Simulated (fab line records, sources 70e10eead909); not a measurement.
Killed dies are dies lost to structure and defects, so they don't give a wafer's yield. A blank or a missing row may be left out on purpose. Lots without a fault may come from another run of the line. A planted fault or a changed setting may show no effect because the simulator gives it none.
fab line records | flow nand_harc | part 2 of 2: steps 27 to 27 of 27
record lots=6 wafers=18 last_day=33
route steps=1302 shown P_GATE@127 END@1302
lots that met no fault: from a run of the same line without faults
start_h: hours from the record's first day to the start of the lot's first wafer shown | wait_h: hours since the lot's step before | " the same as in the row above | L1.1+2: a row that stands for several wafers | - no value, or no start given | * or withheld: withheld | < > ~ a bound
route shown NAME@n: a module of which the file shows steps, and the number in the route of the first | usual: mean/standard deviation of fault-free wafers | same: alike in all rows | chamber/n: place in a boat | sites: the reading at each site | _std_site: their standard deviation | _edge_site: outer sites' mean less inner sites' | radius_mm: how far each site lies from the wafer's centre | mask NAME#n: copy n | behind: the tool/chamber that last shaped the wafer | hold: why the lot was held/for how many hours/how that ended | device: the transistor (n, p or np) that didn't switch | end of line: the same wafers' tests at the end of the route | a step without rows: its recipe alone | killed: dies lost to structure and defects at the first sort, not the wafer's yield | map: a wafer's dies, x killed, . not, _ none there
set.NAME: the setting as run; set.NAME@STEP: as run at that earlier step | model.NAME: the simulator's own value behind a step, which no gauge read
lots at some steps of the route; a table a step, a row a wafer
services: from which hour (start_h, from the record's first day; less than 0 if before it) a tool's chamber was out of use, for how many hours, and why
## steps
# step NHARC_END_SORT_01
# recipe temp_c=25
# usual killed_at_array=54/21 killed_at_other=0.9/1.1 killed_at_periphery=3.5/2.5 killed_dies=58/21 killed_open=3.3/1.9 killed_short=2.6/1.8
# same gross_dies=677
# columns lot.wafer tool chamber start_h wait_h killed_at_array killed_at_other killed_at_periphery killed_dies killed_open killed_short
L851.1 prober-01 0 622.74 2.5 51 2 2 55 2 2
L851.2 prober-01 0 623.54 2.8 45 1 6 52 7 2
L851.6 prober-01 0 626.74 4.0 50 0 3 53 2 1
L850.2 prober-02 0 623.55 2.8 91 1 3 95 2 6
L850.4 prober-02 0 625.15 3.4 88 1 3 92 4 5
L850.5 prober-02 0 625.95 3.7 111 1 1 113 4 3
L849.1 prober-01 0 631.31 2.5 31 0 6 37 3 5
L849.2 prober-01 0 632.11 2.8 37 0 6 43 7 1
L849.3 prober-01 0 632.92 3.1 20 1 3 24 4 5
L863.1 prober-01 0 742.94 2.5 68 1 500 569 3 4
L863.3 prober-01 0 744.53 3.1 90 1 226 317 3 1
L863.4 prober-01 0 745.32 3.4 97 2 467 566 3 5
L866.1 prober-02 0 747.94 2.5 68 0 262 330 2 0
L866.2 prober-02 0 748.74 2.8 90 0 483 573 5 2
L866.5 prober-02 0 751.13 3.7 80 1 484 565 11 2
L869.1 prober-02 0 794.46 2.5 49 3 2 54 4 4
L869.2 prober-02 0 795.26 2.8 44 1 1 46 4 4
L869.6 prober-02 0 798.49 4.0 38 0 0 38 0 0
# killed by level:class
L851.1 A_CHANNEL_HOLE_D2:chamber_film_flake=32 A_CHANNEL_HOLE_D1:chamber_film_flake=5 A_DECK1_JOINT:chamber_film_flake=3 A_STAIRCASE:chamber_film_flake=3 A_CONTACT:chamber_film_flake=2 THIN_TSV:chamber_film_flake=2 P_CONTACT:geometric_particle:open=1 A_ONON_D2:geometric_particle:short=1
L851.2 A_CHANNEL_HOLE_D2:chamber_film_flake=25 P_M0:geometric_particle:open=3 A_CHANNEL_HOLE_D1:chamber_film_flake=3 A_CHANNEL_FILL_D2:geometric_particle:short=2 A_CHANNEL_FILL_D2:chamber_film_flake=2 A_STAIRCASE:chamber_film_flake=2 A_SLIT:chamber_film_flake=2 A_CONTACT:chamber_film_flake=2
L850.2 A_SLIT:chamber_film_flake=26 A_CHANNEL_HOLE_D1:chamber_film_flake=25 A_CHANNEL_HOLE_D2:chamber_film_flake=20 A_CONTACT:chamber_film_flake=7 A_CHANNEL_FILL_D1:geometric_particle:short=3 A_DECK1_JOINT:geometric_particle:short=2 P_M2:chamber_film_flake=2 A_DECK1_JOINT:chamber_film_flake=2
L850.4 A_CHANNEL_HOLE_D1:chamber_film_flake=29 A_CHANNEL_HOLE_D2:chamber_film_flake=24 A_SLIT:chamber_film_flake=16 A_CONTACT:chamber_film_flake=7 A_STAIRCASE:chamber_film_flake=2 A_DECK1_JOINT:chamber_film_flake=2 P_GATE:geometric_particle:open=1 P_M0:geometric_particle:open=1
L850.5 A_CHANNEL_HOLE_D2:chamber_film_flake=33 A_CHANNEL_HOLE_D1:chamber_film_flake=32 A_SLIT:chamber_film_flake=27 A_CONTACT:chamber_film_flake=6 A_CHANNEL_FILL_D2:chamber_film_flake=3 A_DECK1_JOINT:geometric_particle:open=2 A_STAIRCASE:chamber_film_flake=2 P_M0:geometric_particle:open=1
L851.6 A_CHANNEL_HOLE_D2:chamber_film_flake=35 A_CHANNEL_HOLE_D1:chamber_film_flake=6 A_STAIRCASE:chamber_film_flake=2 A_CONTACT:chamber_film_flake=2 P_M0:geometric_particle:open=1 A_CONTACT:geometric_particle:short=1 A_BLC:geometric_particle:open=1 P_STI:chamber_film_flake=1
L849.1 A_CHANNEL_HOLE_D2:chamber_film_flake=7 A_CHANNEL_HOLE_D1:chamber_film_flake=4 A_CONTACT:chamber_film_flake=4 A_M0:geometric_particle:open=3 P_ZERO_WELL:chamber_film_flake=2 P_GATE:chamber_film_flake=2 A_DECK1_JOINT:chamber_film_flake=2 A_CHANNEL_FILL_D2:chamber_film_flake=2
L849.2 A_CHANNEL_HOLE_D2:chamber_film_flake=10 A_WL_FILL:chamber_film_flake=5 A_CHANNEL_HOLE_D1:chamber_film_flake=4 A_CONTACT:chamber_film_flake=4 A_ONON_D2:geometric_particle:open=3 P_STI:chamber_film_flake=2 A_STAIRCASE:chamber_film_flake=2 P_M2:chamber_film_flake=2
L849.3 A_CHANNEL_HOLE_D2:chamber_film_flake=9 A_CONTACT:chamber_film_flake=4 A_ONON_D2:geometric_particle:open=2 A_ONON_D2:geometric_particle:short=2 P_M0:geometric_particle:open=1 P_M0:geometric_particle:short=1 A_WL_FILL:geometric_particle:short=1 A_BLC:geometric_particle:short=1
L863.1 P_GATE:area_peb=496 A_CHANNEL_HOLE_D1:chamber_film_flake=31 A_SLIT:chamber_film_flake=19 A_CHANNEL_HOLE_D2:chamber_film_flake=7 A_STAIRCASE:chamber_film_flake=3 P_M0:geometric_particle:short=2 A_CONTACT:chamber_film_flake=2 P_GATE:geometric_particle:open=1
L863.3 P_GATE:area_peb=219 A_CHANNEL_HOLE_D1:chamber_film_flake=34 A_SLIT:chamber_film_flake=24 A_CHANNEL_HOLE_D2:chamber_film_flake=22 P_GATE:chamber_film_flake=3 P_BONDPAD:chamber_film_flake=3 A_STAIRCASE:chamber_film_flake=3 A_CONTACT:chamber_film_flake=2
L863.4 P_GATE:area_peb=462 A_SLIT:chamber_film_flake=30 A_CHANNEL_HOLE_D1:chamber_film_flake=28 A_CHANNEL_HOLE_D2:chamber_film_flake=18 A_CONTACT:chamber_film_flake=6 P_BONDPAD:chamber_film_flake=3 A_STAIRCASE:chamber_film_flake=3 A_DECK1_JOINT:geometric_particle:short=2
L866.1 P_GATE:area_peb=260 A_CHANNEL_HOLE_D1:chamber_film_flake=35 A_SLIT:chamber_film_flake=18 A_CHANNEL_HOLE_D2:chamber_film_flake=7 A_CONTACT:chamber_film_flake=3 A_CHANNEL_FILL_D1:chamber_film_flake=2 A_DECK1_JOINT:chamber_film_flake=2 P_M0:geometric_particle:open=1
L866.2 P_GATE:area_peb=482 A_CHANNEL_HOLE_D1:chamber_film_flake=39 A_SLIT:chamber_film_flake=22 A_CHANNEL_HOLE_D2:chamber_film_flake=19 A_WL_FILL:chamber_film_flake=3 P_M2:geometric_particle:open=1 A_ONON_D1:geometric_particle:short=1 A_CHANNEL_FILL_D1:geometric_particle:short=1
L866.5 P_GATE:area_peb=480 A_CHANNEL_HOLE_D1:chamber_film_flake=29 A_SLIT:chamber_film_flake=18 A_CHANNEL_HOLE_D2:chamber_film_flake=16 A_M0:geometric_particle:open=5 A_CONTACT:chamber_film_flake=3 P_CONTACT:geometric_particle:open=2 A_DECK1_JOINT:chamber_film_flake=2
L869.1 A_SLIT:chamber_film_flake=33 A_CHANNEL_FILL_D2:geometric_particle:short=4 A_CHANNEL_HOLE_D2:chamber_film_flake=4 A_CONTACT:chamber_film_flake=4 THIN_TSV:chamber_film_flake=2 P_GATE:geometric_particle:open=1 A_CHANNEL_FILL_D2:geometric_particle:open=1 A_WL_FILL:geometric_particle:open=1
L869.2 A_SLIT:chamber_film_flake=20 A_CONTACT:chamber_film_flake=7 A_STAIRCASE:chamber_film_flake=4 A_CHANNEL_HOLE_D1:chamber_film_flake=3 A_CHANNEL_HOLE_D1:geometric_particle:short=2 A_CHANNEL_HOLE_D2:chamber_film_flake=2 P_M0:geometric_particle:open=1 A_CHANNEL_HOLE_D1:geometric_particle:open=1
L869.6 A_SLIT:chamber_film_flake=33 A_CONTACT:chamber_film_flake=2 A_CHANNEL_FILL_D1:chamber_film_flake=1 A_DECK1_JOINT:chamber_film_flake=1 A_STAIRCASE:chamber_film_flake=1
# map L863.1 (x killed, . not)
____________x____________
_________xxxxxxx_________
_______xxxxxxxxxx._______
______..xxxxxxxx.x.______
_____x.x.xxxxx.xxxxx_____
____.x..x.xxxxxxxxxx.____
____.xxx.xxxxxxxxxxxx____
___xxxxxxxxxxxxxxxxxx.___
___xxx..xxxxxxxxxxxx.x___
__...xxxxxxxxxxxxxxxx.x__
__xxxxxx.xxxxxxxxxxxxx.__
_.xx.xxxxxxxxxxxxxxxxxxx_
_.x.xxxxxxxxxxxxxxxxxxx._
_xxxxxxxxxxxxxxxxxxxxx.._
_.x.xxxxxxxxxxxxxxxxx..x_
_x.xxxxxxxxxxxxxxxxxx.xx_
xxxxxxxxxxxxxxxxxxxxxxx..
xx.xxxxxxxxxxxxxxxxxxxx..
x.xxxxxxxxxxxxxxxxxxxxxx.
xxxxxxxxxxxxxxxxxxxxxxxx.
.xxxxxxxxxxxxxxxxxxxxxxxx
_x.xxxxxxxxxxxxxxxx.xxx._
_xxxxxxxxxxxxxxxxxxxxxxx_
_.xxxxxx.xxxxxxxxxxxxx.x_
_xxxxxxxxxxxxxxxxxxxxx.._
_.x.xxxxxxxxxxxxxxxxx.x._
__..x.xxxxxxxxxxxxxxxx.__
__.xxxxxxxxxxxxxxxxxxxx__
___x.xxxxxx..xxxxxx.x.___
___...xxxxxxxxxxxxxx..___
____xx..xxxxxxxx..xx.____
____..xxxx.xxxxxxxx..____
_____..xxx.xxxxxx.x._____
______.xxx..xxxx...______
_______.x.x..x...._______
_________.x.x..x_________
____________.____________
# map L866.2 (x killed, . not)
____________x____________
_________xxxxxx._________
_______xxx.x.x.xxx_______
______x.x..xx.xx.xx______
_____xxxxxxxx.xxxxx._____
____xxxxxxxx.xxxx.xx.____
____xxxxxxxx.xxxxx.x.____
___xxxxxx.xxxxxxxxxxx.___
___x.xxxx.xxxxxxxxxxxx___
__.xxxxxxxx.xxxxxxxxx..__
__..x.xxxxxxxxxxxxxx.x.__
_xx.xxxxxxxxxxxxxxxx...._
_xxxxxxxxxxxxxxxxxxxxxxx_
_.xxxxxxxxxxxxxxxxxxxxx._
_..xxxxxxxxxxxxxxxxxxxxx_
_x.x.xxxxxxxxxxxxxxxxxxx_
xxxxxxxxxxxxxxxxxxxxxxxxx
xxxxxxxxxxxxxxxxxxxxxxxx.
.xxxxxxxxxxxxxxxxxxxxxxx.
xx.xxxxxxxxxxxxxxxxxxx.xx
x.xxxxxxxxxxxxxxxxxxxx..x
_xxxxxx.xxxxxxxxxxxxxx.._
_xxxxxxxxxxxxxxxxxxxxxx._
_xxxxxxxxxxxxxxxxxxxxx.._
_xxxxxxxxxxxxxxxxxxxxxx._
_xxxxxxxxxxxxxxxxxxxxx.._
__xxxxxxxxxxxxxxx.xxx..__
__xxxxxxxxxxxxxxxxxxxx.__
___.xxxxxxx.xxxxxxxxx.___
___.xxxx.x.xxx.xxxxx.x___
____x.xxxxxxxxxxxx.xx____
____xxxxxxx.xxx.x....____
_____xxx.xxx...xxx.._____
______..xxx.xx...xx______
_______.x..x...x.._______
_________....xx._________
____________.____________
## services
# columns tool chamber start_h hours kind
rie_si-05 1 116.58 7.6 repair
acl_dep-03 - 119.74 13.0 pm
rie_si-05 2 121.51 11.9 repair
rie_si-05 - 128.00 9.0 pm
rie_diel-02 - 130.93 0.1 repair
rie_diel-12 - 142.05 0.9 repair
rie_diel-12 3 151.57 7.4 repair
rie_diel-08 - 154.11 0.5 repair
litho_track-01 - 155.00 7.0 pm
rie_si-04 - 161.60 0.3 repair
rie_si-04 - 165.00 9.0 pm
rie_diel-12 3 180.08 8.4 repair
rie_diel-08 - 181.35 0.4 repair
rie_si-04 1 188.85 3.6 repair
acl_dep-01 - 190.20 13.0 pm
rie_diel-08 - 190.80 9.0 pm
litho_track-04 - 203.00 7.0 pm
rie_diel-12 1 209.15 14.6 repair
rie_si-04 2 215.87 17.4 repair
rie_diel-02 - 216.70 9.0 pm
rie_diel-02 3 226.03 13.4 repair
rie_si-02 0 246.18 2.6 repair
rie_diel-12 - 268.40 9.0 pm
rie_si-02 - 277.00 9.0 pm
## key
first_sign step=NHARC_P_GATE_PEB_24 reading=plate_temp_C direction=up sigmas=67 usual=* struck=*
effect step=NHARC_P_GATE_PEB_24 reading=heater_power_total_W direction=up sigmas=45 usual=* struck=*
effect step=NHARC_P_GATE_CD_MEAS_26 reading=cd_nm direction=down sigmas=32 usual=119.6 struck=95.0
effect step=NHARC_P_GATE_CD_MEAS_33 reading=cd_nm direction=down sigmas=7.3 usual=119 struck=94
effect step=NHARC_END_SORT_01 reading=killed_at_periphery direction=up sigmas=99+ usual=3.5 struck=403.7
model_effect step=NHARC_P_GATE_DESCUM_31 value=P_GATE.cd_nm without=119.6 struck=95.19
model_effect step=NHARC_P_GATE_ETCH_32 value=P_GATE.cd_nm without=118.2 struck=93.82
more_kills_born_at NHARC_P_GATE_PEB_24@litho_track-04=2399
met_at NHARC_P_GATE_PEB_24
struck_wafers L863.1,L863.3,L863.4,L866.1,L866.2,L866.5
later_rows_left_out L863.1,L863.4,L866.2,L866.5
tester_left_out L863,L866
onset_between 149.66 269.25
fault kind=process_parameter_drift tool=litho_track-04 chamber=- onset_h=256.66 steps=NHARC_P_GATE_PEB_24 channel=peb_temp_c offset=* shape=step end_h=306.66 acts_in=* stated=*
# tester_left_out: of these lots the tester's yield and bins aren't shown, on N5 and GAA mostly nor the transistor test; their killed dies are dies lost to structure and defects alone, not to doping, threshold or leakage, so they don't give the yield
# later_rows_left_out: the simulator's readings of these wafers behind a module that went badly wrong aren't trusted and aren't shown, but for the sort
